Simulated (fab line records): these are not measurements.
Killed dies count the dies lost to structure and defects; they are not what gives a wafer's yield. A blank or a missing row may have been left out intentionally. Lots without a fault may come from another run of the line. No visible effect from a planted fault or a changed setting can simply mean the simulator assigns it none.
fab line records :: flow n5_finfet
record
  lots=6
  wafers=18
  last_day=17
route steps=1938 shown BEOL_M5@1179
lots that met no fault: from a run of the same line without faults
start_h: hours from the record's first day to the start of the lot's first wafer shown :: wait_h: hours elapsed since this lot's preceding step :: " identical to the entry in the row above :: L1.1+2: one row covering several wafers at once :: - either no value or no given start :: * or withheld: withheld :: < > ~ a bound
route shown NAME@n: a module of which the file shows steps, and the number in the route of the first :: usual: mean and standard deviation over wafers with no fault :: same: alike in all rows :: chamber/n: place in a boat :: sites: the reading at each site :: _std_site: standard deviation of those values :: _edge_site: inner sites' mean taken away from outer sites' mean :: radius_mm: how far each site lies from the wafer's centre :: mask NAME#n: copy n :: behind: tool/chamber where the wafer was last shaped :: hold: what put the lot on hold/how long, in hours/how the hold closed :: device: the transistor (n, p or np) that didn't switch :: end of line: the same wafers' tests at the end of the route :: where a step has no rows: the recipe by itself :: killed: not the wafer's yield, but the dies lost to structure and defects at the first sort :: map: per-die view of a wafer (x killed, . not killed, _ where there is no die)
set.NAME: the setting the step ran with; set.NAME@STEP: the setting that earlier step ran with :: model.NAME: the simulator's own value behind a step, which no gauge read
a table for each step, a row for each wafer; lots at some steps of the route
services: when a tool's chamber went out of use (start_h, in hours from the record's first day, below 0 if earlier), for how many hours, and the reason
## steps
# step N5_BEOL_M5_SPUTTER_83
# recipe
  material=Cu
  target_thk_a=150
  temp_c=-20
  chamber_pressure_pa=0.07
  power_w=withheld
  time_s=27.62
# step N5_BEOL_M5_ANNEAL_84
# recipe
  temp_c=400
  time_s=1800
  ambient=vacuum
# step N5_BEOL_M5_SPUTTER_88
# recipe
  material=Cu
  target_thk_a=150
  temp_c=-20
  chamber_pressure_pa=0.07
  power_w=withheld
  time_s=27.62
# usual
  throttle_valve_pct=29.9/1.2
lot.wafer: L150.1
tool: pvd_sputter-03
chamber: -
start_h: 180.82
wait_h: 0.5
throttle_valve_pct: 30.6

lot.wafer: L150.4
tool: pvd_sputter-03
chamber: -
start_h: 180.82
wait_h: 0.5
throttle_valve_pct: 28.2

lot.wafer: L150.5
tool: pvd_sputter-03
chamber: -
start_h: 180.82
wait_h: 0.5
throttle_valve_pct: 29.2

lot.wafer: L155.1
tool: pvd_sputter-01
chamber: -
start_h: 222.91
wait_h: 0.5
throttle_valve_pct: 31.1

lot.wafer: L155.4
tool: pvd_sputter-01
chamber: -
start_h: 222.91
wait_h: 0.5
throttle_valve_pct: 30.5

lot.wafer: L155.5
tool: pvd_sputter-01
chamber: -
start_h: 222.91
wait_h: 0.5
throttle_valve_pct: 30.7

lot.wafer: L159.1
tool: pvd_sputter-03
chamber: -
start_h: 229.07
wait_h: 0.5
throttle_valve_pct: 31.1

lot.wafer: L159.2
tool: pvd_sputter-03
chamber: -
start_h: 229.07
wait_h: 0.5
throttle_valve_pct: 30.8

lot.wafer: L159.6
tool: pvd_sputter-03
chamber: -
start_h: 229.07
wait_h: 0.5
throttle_valve_pct: 30.9

lot.wafer: L164.1
tool: pvd_sputter-01
chamber: -
start_h: 268.81
wait_h: 0.5
throttle_valve_pct: 27.9

lot.wafer: L164.3
tool: pvd_sputter-01
chamber: -
start_h: 268.81
wait_h: 0.5
throttle_valve_pct: 30.4

lot.wafer: L164.4
tool: pvd_sputter-01
chamber: -
start_h: 268.81
wait_h: 0.5
throttle_valve_pct: 30.0

lot.wafer: L169.2
tool: pvd_sputter-02
chamber: -
start_h: 303.91
wait_h: 0.5
throttle_valve_pct: 29.4

lot.wafer: L169.3
tool: pvd_sputter-02
chamber: -
start_h: 303.91
wait_h: 0.5
throttle_valve_pct: 30.9

lot.wafer: L169.6
tool: pvd_sputter-02
chamber: -
start_h: 303.91
wait_h: 0.5
throttle_valve_pct: 28.3

lot.wafer: L172.1
tool: pvd_sputter-01
chamber: -
start_h: 319.16
wait_h: 0.5
throttle_valve_pct: 30.5

lot.wafer: L172.4
tool: pvd_sputter-01
chamber: -
start_h: 319.16
wait_h: 0.5
throttle_valve_pct: 30.0

lot.wafer: L172.6
tool: pvd_sputter-01
chamber: -
start_h: 319.16
wait_h: 0.5
throttle_valve_pct: 28.0
# step N5_BEOL_M5_ANNEAL_89
# recipe
  temp_c=400
  time_s=1800
  ambient=vacuum
# usual
  heater_power_w=847/97
lot.wafer: L150.1
tool: pvd_sputter-03
chamber: -
start_h: 180.90
wait_h: 0.0
heater_power_w: 877

lot.wafer: L150.4
tool: pvd_sputter-03
chamber: -
start_h: 180.90
wait_h: 0.0
heater_power_w: 843

lot.wafer: L150.5
tool: pvd_sputter-03
chamber: -
start_h: 180.90
wait_h: 0.0
heater_power_w: 915

lot.wafer: L155.1
tool: pvd_sputter-01
chamber: -
start_h: 222.99
wait_h: 0.0
heater_power_w: 974

lot.wafer: L155.4
tool: pvd_sputter-01
chamber: -
start_h: 222.99
wait_h: 0.0
heater_power_w: 964

lot.wafer: L155.5
tool: pvd_sputter-01
chamber: -
start_h: 222.99
wait_h: 0.0
heater_power_w: 957

lot.wafer: L159.1
tool: pvd_sputter-03
chamber: -
start_h: 229.15
wait_h: 0.0
heater_power_w: 845

lot.wafer: L159.2
tool: pvd_sputter-03
chamber: -
start_h: 229.15
wait_h: 0.0
heater_power_w: 890

lot.wafer: L159.6
tool: pvd_sputter-03
chamber: -
start_h: 229.15
wait_h: 0.0
heater_power_w: 892

lot.wafer: L164.1
tool: pvd_sputter-01
chamber: -
start_h: 268.89
wait_h: 0.0
heater_power_w: 887

lot.wafer: L164.3
tool: pvd_sputter-01
chamber: -
start_h: 268.89
wait_h: 0.0
heater_power_w: 954

lot.wafer: L164.4
tool: pvd_sputter-01
chamber: -
start_h: 268.89
wait_h: 0.0
heater_power_w: 686

lot.wafer: L169.2
tool: pvd_sputter-02
chamber: -
start_h: 303.99
wait_h: 0.0
heater_power_w: 767

lot.wafer: L169.3
tool: pvd_sputter-02
chamber: -
start_h: 303.99
wait_h: 0.0
heater_power_w: 796

lot.wafer: L169.6
tool: pvd_sputter-02
chamber: -
start_h: 303.99
wait_h: 0.0
heater_power_w: 641

lot.wafer: L172.1
tool: pvd_sputter-01
chamber: -
start_h: 319.24
wait_h: 0.0
heater_power_w: 945

lot.wafer: L172.4
tool: pvd_sputter-01
chamber: -
start_h: 319.24
wait_h: 0.0
heater_power_w: 685

lot.wafer: L172.6
tool: pvd_sputter-01
chamber: -
start_h: 319.24
wait_h: 0.0
heater_power_w: 878
# step N5_BEOL_M5_SPUTTER_90
# recipe
  material=Cu
  target_thk_a=45
  temp_c=-20
  chamber_pressure_pa=0.07
  power_w=withheld
  time_s=8.29
# usual
  throttle_valve_pct=29.9/1.2
lot.wafer: L150.1
tool: pvd_sputter-03
chamber: -
start_h: 181.90
wait_h: 0.5
throttle_valve_pct: 31.1

lot.wafer: L150.4
tool: pvd_sputter-03
chamber: -
start_h: 181.90
wait_h: 0.5
throttle_valve_pct: 28.0

lot.wafer: L150.5
tool: pvd_sputter-03
chamber: -
start_h: 181.90
wait_h: 0.5
throttle_valve_pct: 29.2

lot.wafer: L155.1
tool: pvd_sputter-01
chamber: -
start_h: 224.00
wait_h: 0.5
throttle_valve_pct: 31.5

lot.wafer: L155.4
tool: pvd_sputter-01
chamber: -
start_h: 224.00
wait_h: 0.5
throttle_valve_pct: 30.2

lot.wafer: L155.5
tool: pvd_sputter-01
chamber: -
start_h: 224.00
wait_h: 0.5
throttle_valve_pct: 30.5

lot.wafer: L159.1
tool: pvd_sputter-03
chamber: -
start_h: 230.15
wait_h: 0.5
throttle_valve_pct: 31.2

lot.wafer: L159.2
tool: pvd_sputter-03
chamber: -
start_h: 230.15
wait_h: 0.5
throttle_valve_pct: 30.6

lot.wafer: L159.6
tool: pvd_sputter-03
chamber: -
start_h: 230.15
wait_h: 0.5
throttle_valve_pct: 30.6

lot.wafer: L164.1
tool: pvd_sputter-01
chamber: -
start_h: 269.90
wait_h: 0.5
throttle_valve_pct: 27.8

lot.wafer: L164.3
tool: pvd_sputter-01
chamber: -
start_h: 269.90
wait_h: 0.5
throttle_valve_pct: 30.4

lot.wafer: L164.4
tool: pvd_sputter-01
chamber: -
start_h: 269.90
wait_h: 0.5
throttle_valve_pct: 29.7

lot.wafer: L169.2
tool: pvd_sputter-02
chamber: -
start_h: 305.00
wait_h: 0.5
throttle_valve_pct: 29.6

lot.wafer: L169.3
tool: pvd_sputter-02
chamber: -
start_h: 305.00
wait_h: 0.5
throttle_valve_pct: 31.1

lot.wafer: L169.6
tool: pvd_sputter-02
chamber: -
start_h: 305.00
wait_h: 0.5
throttle_valve_pct: 28.1

lot.wafer: L172.1
tool: pvd_sputter-01
chamber: -
start_h: 320.25
wait_h: 0.5
throttle_valve_pct: 30.3

lot.wafer: L172.4
tool: pvd_sputter-01
chamber: -
start_h: 320.25
wait_h: 0.5
throttle_valve_pct: 29.9

lot.wafer: L172.6
tool: pvd_sputter-01
chamber: -
start_h: 320.25
wait_h: 0.5
throttle_valve_pct: 27.8
# step N5_BEOL_M5_ECD_50
# recipe
  material=Cu
  target_thk_a=3000
# step N5_BEOL_M5_ANNEAL_51
# recipe
  temp_c=225
  time_s=90
  ambient=N2
# usual
  wafer_temp_C_max=225.75/0.28
lot.wafer: L150.1
tool: rtp_anneal-01
chamber: 0
start_h: 182.26
wait_h: 0.2
wafer_temp_C_max: 225.67

lot.wafer: L150.4
tool: rtp_anneal-01
chamber: 0
start_h: 182.26
wait_h: 0.2
wafer_temp_C_max: 225.41

lot.wafer: L150.5
tool: rtp_anneal-01
chamber: 0
start_h: 182.26
wait_h: 0.2
wafer_temp_C_max: 225.49

lot.wafer: L155.1
tool: rtp_anneal-01
chamber: 0
start_h: 226.24
wait_h: 2.1
wafer_temp_C_max: 225.53

lot.wafer: L155.4
tool: rtp_anneal-01
chamber: 0
start_h: 226.24
wait_h: 2.1
wafer_temp_C_max: 225.55

lot.wafer: L155.5
tool: rtp_anneal-01
chamber: 0
start_h: 226.24
wait_h: 2.1
wafer_temp_C_max: 225.81

lot.wafer: L159.1
tool: rtp_anneal-01
chamber: 0
start_h: 233.59
wait_h: 3.3
wafer_temp_C_max: 225.75

lot.wafer: L159.2
tool: rtp_anneal-01
chamber: 0
start_h: 233.59
wait_h: 3.3
wafer_temp_C_max: 225.54

lot.wafer: L159.6
tool: rtp_anneal-01
chamber: 0
start_h: 233.59
wait_h: 3.3
wafer_temp_C_max: 225.48

lot.wafer: L164.1
tool: rtp_anneal-02
chamber: 0
start_h: 270.10
wait_h: 0.1
wafer_temp_C_max: 225.96

lot.wafer: L164.3
tool: rtp_anneal-02
chamber: 0
start_h: 270.10
wait_h: 0.1
wafer_temp_C_max: 225.83

lot.wafer: L164.4
tool: rtp_anneal-02
chamber: 0
start_h: 270.10
wait_h: 0.1
wafer_temp_C_max: 225.89

lot.wafer: L169.2
tool: rtp_anneal-02
chamber: 0
start_h: 305.76
wait_h: 0.6
wafer_temp_C_max: 225.76

lot.wafer: L169.3
tool: rtp_anneal-02
chamber: 0
start_h: 305.76
wait_h: 0.6
wafer_temp_C_max: 225.86

lot.wafer: L169.6
tool: rtp_anneal-02
chamber: 0
start_h: 305.76
wait_h: 0.6
wafer_temp_C_max: 226.21

lot.wafer: L172.1
tool: rtp_anneal-02
chamber: 0
start_h: 320.45
wait_h: 0.1
wafer_temp_C_max: 225.91

lot.wafer: L172.4
tool: rtp_anneal-02
chamber: 0
start_h: 320.45
wait_h: 0.1
wafer_temp_C_max: 226.07

lot.wafer: L172.6
tool: rtp_anneal-02
chamber: 0
start_h: 320.45
wait_h: 0.1
wafer_temp_C_max: 225.93
# step N5_BEOL_M5_CMP_52
# recipe
  stop_on=SiCOH_lowk
  t_overpolish_s=6.9
  down_force_psi=1
  platen_rpm=50
  clearing_platen_down_force_psi=1.5
  clearing_platen_rpm=50
  post_cmp_clean=cu_alkaline
  target_thk_nm=62
  clearing_platen_pad_velocity_m_s=0.99484
  pad_velocity_m_s=0.99484
# usual
  barrier_field_endpoint_s=24.7/0.63
  motor_current_A=6.1/0.51
  overpolish_run_s=6.899/0.0089
  retaining_ring_pressure_frac=1.001/0.0049
  time_to_endpoint_s=63/3.4
lot.wafer: L150.4
tool: cmp-01
chamber: 2
start_h: 182.60
wait_h: 0.2
barrier_field_endpoint_s: 24.5
motor_current_A: 6.0
overpolish_run_s: 6.906
retaining_ring_pressure_frac: 1.005
time_to_endpoint_s: 62

lot.wafer: L150.1
tool: cmp-01
chamber: 0
start_h: 182.60
wait_h: 0.2
barrier_field_endpoint_s: 24.5
motor_current_A: 5.6
overpolish_run_s: 6.898
retaining_ring_pressure_frac: 1.000
time_to_endpoint_s: 64

lot.wafer: L150.5
tool: cmp-01
chamber: 1
start_h: 182.60
wait_h: 0.2
barrier_field_endpoint_s: 25.0
motor_current_A: 5.6
overpolish_run_s: 6.898
retaining_ring_pressure_frac: 0.989
time_to_endpoint_s: 66

lot.wafer: L155.1
tool: cmp-03
chamber: 2
start_h: 226.81
wait_h: 0.5
barrier_field_endpoint_s: 24.7
motor_current_A: 6.0
overpolish_run_s: 6.890
retaining_ring_pressure_frac: 0.997
time_to_endpoint_s: 64

lot.wafer: L155.4
tool: cmp-03
chamber: 3
start_h: 226.81
wait_h: 0.5
barrier_field_endpoint_s: 25.0
motor_current_A: 7.2
overpolish_run_s: 6.888
retaining_ring_pressure_frac: 1.005
time_to_endpoint_s: 65

lot.wafer: L155.5
tool: cmp-03
chamber: 3
start_h: 226.81
wait_h: 0.5
barrier_field_endpoint_s: 26.2
motor_current_A: 7.3
overpolish_run_s: 6.903
retaining_ring_pressure_frac: 1.008
time_to_endpoint_s: 67

lot.wafer: L159.2
tool: cmp-03
chamber: 1
start_h: 233.90
wait_h: 0.2
barrier_field_endpoint_s: 25.0
motor_current_A: 6.6
overpolish_run_s: 6.908
retaining_ring_pressure_frac: 0.994
time_to_endpoint_s: 63

lot.wafer: L159.1
tool: cmp-03
chamber: 2
start_h: 233.90
wait_h: 0.2
barrier_field_endpoint_s: 24.4
motor_current_A: 5.9
overpolish_run_s: 6.909
retaining_ring_pressure_frac: 1.007
time_to_endpoint_s: 65

lot.wafer: L159.6
tool: cmp-03
chamber: 1
start_h: 233.90
wait_h: 0.2
barrier_field_endpoint_s: 25.8
motor_current_A: 6.6
overpolish_run_s: 6.904
retaining_ring_pressure_frac: 0.998
time_to_endpoint_s: 64

lot.wafer: L164.4
tool: cmp-02
chamber: 0
start_h: 270.68
wait_h: 0.4
barrier_field_endpoint_s: 25.4
motor_current_A: 6.2
overpolish_run_s: 6.893
retaining_ring_pressure_frac: 1.000
time_to_endpoint_s: 67

lot.wafer: L164.1
tool: cmp-02
chamber: 1
start_h: 270.68
wait_h: 0.4
barrier_field_endpoint_s: 24.3
motor_current_A: 6.4
overpolish_run_s: 6.901
retaining_ring_pressure_frac: 1.003
time_to_endpoint_s: 62

lot.wafer: L164.3
tool: cmp-02
chamber: 3
start_h: 270.68
wait_h: 0.4
barrier_field_endpoint_s: 23.3
motor_current_A: 5.5
overpolish_run_s: 6.880
retaining_ring_pressure_frac: 1.001
time_to_endpoint_s: 61

lot.wafer: L169.2
tool: cmp-02
chamber: 2
start_h: 306.07
wait_h: 0.3
barrier_field_endpoint_s: 24.5
motor_current_A: 5.6
overpolish_run_s: 6.904
retaining_ring_pressure_frac: 1.000
time_to_endpoint_s: 61

lot.wafer: L169.3
tool: cmp-02
chamber: 0
start_h: 306.07
wait_h: 0.3
barrier_field_endpoint_s: 25.0
motor_current_A: 6.2
overpolish_run_s: 6.902
retaining_ring_pressure_frac: 0.998
time_to_endpoint_s: 64

lot.wafer: L169.6
tool: cmp-02
chamber: 1
start_h: 306.07
wait_h: 0.3
barrier_field_endpoint_s: 24.4
motor_current_A: 6.2
overpolish_run_s: 6.895
retaining_ring_pressure_frac: 1.000
time_to_endpoint_s: 61

lot.wafer: L172.4
tool: cmp-01
chamber: 2
start_h: 320.75
wait_h: 0.1
barrier_field_endpoint_s: 24.3
motor_current_A: 6.3
overpolish_run_s: 6.910
retaining_ring_pressure_frac: 1.004
time_to_endpoint_s: 60

lot.wafer: L172.1
tool: cmp-01
chamber: 0
start_h: 320.75
wait_h: 0.1
barrier_field_endpoint_s: 23.8
motor_current_A: 5.5
overpolish_run_s: 6.896
retaining_ring_pressure_frac: 0.998
time_to_endpoint_s: 62

lot.wafer: L172.6
tool: cmp-01
chamber: 3
start_h: 320.75
wait_h: 0.1
barrier_field_endpoint_s: 24.2
motor_current_A: 6.1
overpolish_run_s: 6.894
retaining_ring_pressure_frac: 1.002
time_to_endpoint_s: 62
# step N5_BEOL_M5_THK_MEAS_53
# recipe
  thk_meas_gauge=xrf
  reads=Cu_of_BEOL_M5_ECD_50
# usual
  M5_THK=60.8/1.7
lot.wafer: L150.1
tool: film_metro-01
chamber: -
start_h: 182.85
wait_h: -
M5_THK[nm]: 62.5

lot.wafer: L150.4
tool: film_metro-01
chamber: -
start_h: 182.85
wait_h: -
M5_THK[nm]: 61.2

lot.wafer: L150.5
tool: film_metro-01
chamber: -
start_h: 182.85
wait_h: -
M5_THK[nm]: 60.6

lot.wafer: L155.1
tool: film_metro-02
chamber: -
start_h: 227.10
wait_h: -
M5_THK[nm]: 62.1

lot.wafer: L155.4
tool: film_metro-02
chamber: -
start_h: 227.10
wait_h: -
M5_THK[nm]: 61.0

lot.wafer: L155.5
tool: film_metro-02
chamber: -
start_h: 227.10
wait_h: -
M5_THK[nm]: 62.0

lot.wafer: L159.1
tool: film_metro-02
chamber: -
start_h: 234.19
wait_h: -
M5_THK[nm]: 61.9

lot.wafer: L159.2
tool: film_metro-02
chamber: -
start_h: 234.19
wait_h: -
M5_THK[nm]: 61.6

lot.wafer: L159.6
tool: film_metro-02
chamber: -
start_h: 234.19
wait_h: -
M5_THK[nm]: 62.0

lot.wafer: L164.1
tool: film_metro-02
chamber: -
start_h: 270.98
wait_h: -
M5_THK[nm]: 58.5

lot.wafer: L164.3
tool: film_metro-02
chamber: -
start_h: 270.98
wait_h: -
M5_THK[nm]: 60.4

lot.wafer: L164.4
tool: film_metro-02
chamber: -
start_h: 270.98
wait_h: -
M5_THK[nm]: 61.3

lot.wafer: L169.2
tool: film_metro-01
chamber: -
start_h: 306.32
wait_h: -
M5_THK[nm]: 61.9

lot.wafer: L169.3
tool: film_metro-01
chamber: -
start_h: 306.32
wait_h: -
M5_THK[nm]: 60.9

lot.wafer: L169.6
tool: film_metro-01
chamber: -
start_h: 306.32
wait_h: -
M5_THK[nm]: 59.8

lot.wafer: L172.1
tool: film_metro-02
chamber: -
start_h: 321.04
wait_h: -
M5_THK[nm]: 57.3

lot.wafer: L172.4
tool: film_metro-02
chamber: -
start_h: 321.04
wait_h: -
M5_THK[nm]: 59.0

lot.wafer: L172.6
tool: film_metro-02
chamber: -
start_h: 321.04
wait_h: -
M5_THK[nm]: 61.6
# step N5_BEOL_M5_PRE_CLEAN_77
# recipe
  gas=NH3/H2
  time_s=15
  temp_c=*
  rf_power_w=300
# step N5_BEOL_M5_CO_CAP_78
# recipe
  material=Co
  target_thk_a=20
  temp_c=200
  precursor=CCTBA/H2
  pressure_torr=30
  time_s=102.1
# step N5_BEOL_M5_PRE_CLEAN_55
# recipe
  gas=NH3
  time_s=15
  temp_c=withheld
  rf_power_w=300
# step N5_BEOL_M5_DEP_56
# recipe
  material=SiCN
  target_thk_a=80
  temp_c=withheld
  precursor=3MS/NH3
  pressure_torr=3
  rf_w=202
  time_s=14
# usual
  chamber_pressure_Torr=3.000/0.006
  showerhead_plenum_p_Torr=3.667/0.014
  throttle_valve_pct=8.9/0.56
lot.wafer: L150.1
tool: pecvd-01
chamber: 1
start_h: 183.07
wait_h: 0.0
chamber_pressure_Torr: 2.996
showerhead_plenum_p_Torr: 3.644
throttle_valve_pct: 8.5
model.SiCN_of_BEOL_M5_DEP_56.thk_nm: 8.2

lot.wafer: L150.4
tool: pecvd-01
chamber: 0
start_h: 183.07
wait_h: 0.0
chamber_pressure_Torr: 3.007
showerhead_plenum_p_Torr: 3.642
throttle_valve_pct: 8.2
model.SiCN_of_BEOL_M5_DEP_56.thk_nm: 8.2

lot.wafer: L150.5
tool: pecvd-01
chamber: 2
start_h: 183.07
wait_h: 0.0
chamber_pressure_Torr: 2.985
showerhead_plenum_p_Torr: 3.655
throttle_valve_pct: 8.4
model.SiCN_of_BEOL_M5_DEP_56.thk_nm: 8

lot.wafer: L155.1
tool: pecvd-04
chamber: 0
start_h: 227.31
wait_h: 0.0
chamber_pressure_Torr: 3.004
showerhead_plenum_p_Torr: 3.666
throttle_valve_pct: 8.8
model.SiCN_of_BEOL_M5_DEP_56.thk_nm: 8.2

lot.wafer: L155.4
tool: pecvd-04
chamber: 1
start_h: 227.31
wait_h: 0.0
chamber_pressure_Torr: 3.002
showerhead_plenum_p_Torr: 3.677
throttle_valve_pct: 9.4
model.SiCN_of_BEOL_M5_DEP_56.thk_nm: 13

lot.wafer: L155.5
tool: pecvd-04
chamber: 0
start_h: 227.31
wait_h: 0.0
chamber_pressure_Torr: 2.996
showerhead_plenum_p_Torr: 3.669
throttle_valve_pct: 8.6
model.SiCN_of_BEOL_M5_DEP_56.thk_nm: 8.2

lot.wafer: L159.1
tool: pecvd-04
chamber: 1
start_h: 234.40
wait_h: 0.0
chamber_pressure_Torr: 3.004
showerhead_plenum_p_Torr: 3.679
throttle_valve_pct: 9.3
model.SiCN_of_BEOL_M5_DEP_56.thk_nm: 12.8

lot.wafer: L159.2
tool: pecvd-04
chamber: 0
start_h: 234.40
wait_h: 0.0
chamber_pressure_Torr: 3.009
showerhead_plenum_p_Torr: 3.669
throttle_valve_pct: 8.6
model.SiCN_of_BEOL_M5_DEP_56.thk_nm: 7.8

lot.wafer: L159.6
tool: pecvd-04
chamber: 0
start_h: 234.40
wait_h: 0.0
chamber_pressure_Torr: 3.000
showerhead_plenum_p_Torr: 3.668
throttle_valve_pct: 8.5
model.SiCN_of_BEOL_M5_DEP_56.thk_nm: 8.4

lot.wafer: L164.1
tool: pecvd-03
chamber: 1
start_h: 271.17
wait_h: 0.0
chamber_pressure_Torr: 3.007
showerhead_plenum_p_Torr: 3.680
throttle_valve_pct: 8.8
model.SiCN_of_BEOL_M5_DEP_56.thk_nm: 7.8

lot.wafer: L164.3
tool: pecvd-03
chamber: 2
start_h: 271.17
wait_h: 0.0
chamber_pressure_Torr: 2.997
showerhead_plenum_p_Torr: 3.662
throttle_valve_pct: 9.1
model.SiCN_of_BEOL_M5_DEP_56.thk_nm: 7.8

lot.wafer: L164.4
tool: pecvd-03
chamber: 2
start_h: 271.17
wait_h: 0.0
chamber_pressure_Torr: 2.999
showerhead_plenum_p_Torr: 3.671
throttle_valve_pct: 9.0
model.SiCN_of_BEOL_M5_DEP_56.thk_nm: 7.8

lot.wafer: L169.2
tool: pecvd-01
chamber: 0
start_h: 306.52
wait_h: 0.0
chamber_pressure_Torr: 3.005
showerhead_plenum_p_Torr: 3.646
throttle_valve_pct: 8.2
model.SiCN_of_BEOL_M5_DEP_56.thk_nm: 8

lot.wafer: L169.3
tool: pecvd-01
chamber: 2
start_h: 306.52
wait_h: 0.0
chamber_pressure_Torr: 2.992
showerhead_plenum_p_Torr: 3.671
throttle_valve_pct: 8.4
model.SiCN_of_BEOL_M5_DEP_56.thk_nm: 8

lot.wafer: L169.6
tool: pecvd-01
chamber: 1
start_h: 306.52
wait_h: 0.0
chamber_pressure_Torr: 2.998
showerhead_plenum_p_Torr: 3.643
throttle_valve_pct: 8.4
model.SiCN_of_BEOL_M5_DEP_56.thk_nm: 8

lot.wafer: L172.1
tool: pecvd-04
chamber: 1
start_h: 321.24
wait_h: 0.0
chamber_pressure_Torr: 3.002
showerhead_plenum_p_Torr: 3.681
throttle_valve_pct: 9.5
model.SiCN_of_BEOL_M5_DEP_56.thk_nm: 8

lot.wafer: L172.4
tool: pecvd-04
chamber: 1
start_h: 321.24
wait_h: 0.0
chamber_pressure_Torr: 3.000
showerhead_plenum_p_Torr: 3.673
throttle_valve_pct: 9.6
model.SiCN_of_BEOL_M5_DEP_56.thk_nm: 8.2

lot.wafer: L172.6
tool: pecvd-04
chamber: 0
start_h: 321.24
wait_h: 0.0
chamber_pressure_Torr: 3.003
showerhead_plenum_p_Torr: 3.655
throttle_valve_pct: 8.6
model.SiCN_of_BEOL_M5_DEP_56.thk_nm: 8.2
# step N5_BEOL_M5_RS_MEAS_57
# recipe
  thk_meas_gauge=four-point-probe
  reads=Co_of_BEOL_M5_CO_CAP_78+Cu_of_BEOL_M5_ECD_50+Co_of_BEOL_M5_CVD_47+TaN_of_BEOL_M5_ALD_86
# usual
  M5_RS=0.391/0.013
lot.wafer: L150.1
tool: film_metro-02
chamber: -
start_h: 183.14
wait_h: 0.0
M5_RS[ohm/sq]: 0.380

lot.wafer: L150.4
tool: film_metro-02
chamber: -
start_h: 183.14
wait_h: 0.0
M5_RS[ohm/sq]: 0.389

lot.wafer: L150.5
tool: film_metro-02
chamber: -
start_h: 183.14
wait_h: 0.0
M5_RS[ohm/sq]: 0.396

lot.wafer: L155.1
tool: film_metro-02
chamber: -
start_h: 227.39
wait_h: 0.1
M5_RS[ohm/sq]: 0.383

lot.wafer: L155.4
tool: film_metro-02
chamber: -
start_h: 227.39
wait_h: 0.1
M5_RS[ohm/sq]: 0.393

lot.wafer: L155.5
tool: film_metro-02
chamber: -
start_h: 227.39
wait_h: 0.1
M5_RS[ohm/sq]: 0.383

lot.wafer: L159.1
tool: film_metro-01
chamber: -
start_h: 234.48
wait_h: 0.1
M5_RS[ohm/sq]: 0.379

lot.wafer: L159.2
tool: film_metro-01
chamber: -
start_h: 234.48
wait_h: 0.1
M5_RS[ohm/sq]: 0.384

lot.wafer: L159.6
tool: film_metro-01
chamber: -
start_h: 234.48
wait_h: 0.1
M5_RS[ohm/sq]: 0.378

lot.wafer: L164.1
tool: film_metro-02
chamber: -
start_h: 271.24
wait_h: 0.0
M5_RS[ohm/sq]: 0.408

lot.wafer: L164.3
tool: film_metro-02
chamber: -
start_h: 271.24
wait_h: 0.0
M5_RS[ohm/sq]: 0.392

lot.wafer: L164.4
tool: film_metro-02
chamber: -
start_h: 271.24
wait_h: 0.0
M5_RS[ohm/sq]: 0.384

lot.wafer: L169.2
tool: film_metro-02
chamber: -
start_h: 306.59
wait_h: 0.1
M5_RS[ohm/sq]: 0.385

lot.wafer: L169.3
tool: film_metro-02
chamber: -
start_h: 306.59
wait_h: 0.1
M5_RS[ohm/sq]: 0.394

lot.wafer: L169.6
tool: film_metro-02
chamber: -
start_h: 306.59
wait_h: 0.1
M5_RS[ohm/sq]: 0.402

lot.wafer: L172.1
tool: film_metro-02
chamber: -
start_h: 321.30
wait_h: 0.0
M5_RS[ohm/sq]: 0.418

lot.wafer: L172.4
tool: film_metro-02
chamber: -
start_h: 321.30
wait_h: 0.0
M5_RS[ohm/sq]: 0.405

lot.wafer: L172.6
tool: film_metro-02
chamber: -
start_h: 321.30
wait_h: 0.0
M5_RS[ohm/sq]: 0.381
## services
tool: pecvd-01
chamber: 0
start_h: 161.23
hours: 2.1
kind: scheduled_down

tool: pecvd-01
chamber: 1
start_h: 163.36
hours: 2.1
kind: scheduled_down

tool: pecvd-03
chamber: -
start_h: 166.28
hours: 2.5
kind: repair

tool: rtp_anneal-02
chamber: -
start_h: 172.88
hours: 68.0
kind: pm

tool: pecvd-01
chamber: 2
start_h: 176.43
hours: 2.1
kind: scheduled_down

tool: pecvd-04
chamber: 1
start_h: 177.27
hours: 5.5
kind: scheduled_down

tool: pecvd-04
chamber: -
start_h: 180.72
hours: 0.2
kind: repair

tool: cmp-01
chamber: -
start_h: 189.89
hours: 0.5
kind: repair

tool: cmp-01
chamber: -
start_h: 193.71
hours: 0.6
kind: repair

tool: pecvd-04
chamber: 2
start_h: 194.24
hours: 5.5
kind: scheduled_down

tool: cmp-03
chamber: -
start_h: 198.46
hours: 2.4
kind: repair

tool: pecvd-04
chamber: 2
start_h: 205.86
hours: 5.5
kind: scheduled_down

tool: cmp-01
chamber: -
start_h: 207.65
hours: 1.6
kind: repair

tool: pecvd-01
chamber: 2
start_h: 208.98
hours: 16.5
kind: scheduled_down

tool: cmp-02
chamber: -
start_h: 210.90
hours: 4.0
kind: pm

tool: cmp-02
chamber: -
start_h: 214.90
hours: -
kind: consumable_replace:conditioner

tool: pecvd-04
chamber: 0
start_h: 229.33
hours: -
kind: calibration

tool: cmp-02
chamber: -
start_h: 233.10
hours: 0.6
kind: repair

tool: pvd_sputter-03
chamber: -
start_h: 254.06
hours: 7.5
kind: repair

tool: cmp-03
chamber: -
start_h: 266.47
hours: 0.5
kind: repair

tool: cmp-01
chamber: -
start_h: 276.31
hours: 4.0
kind: pm

tool: cmp-03
chamber: -
start_h: 305.50
hours: 4.0
kind: pm

tool: cmp-02
chamber: -
start_h: 311.34
hours: 5.7
kind: pm

tool: pecvd-03
chamber: 0
start_h: 319.47
hours: 18.6
kind: repair
## key
first_sign none at tools or gauges
model_effect
  step=N5_BEOL_M5_DEP_56
  value=SiCN_of_BEOL_M5_DEP_56.thk_nm
  without=8.2
  struck=12.9
met_at N5_BEOL_M5_DEP_56
struck_wafers L155.4,L159.1
fault
  kind=process_parameter_drift
  tool=pecvd-04
  chamber=1
  onset_h=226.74
  steps=N5_BEOL_M5_DEP_56
  channel=time_s
  offset=*
  shape=step
  end_h=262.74
  acts_in=*
  stated=*
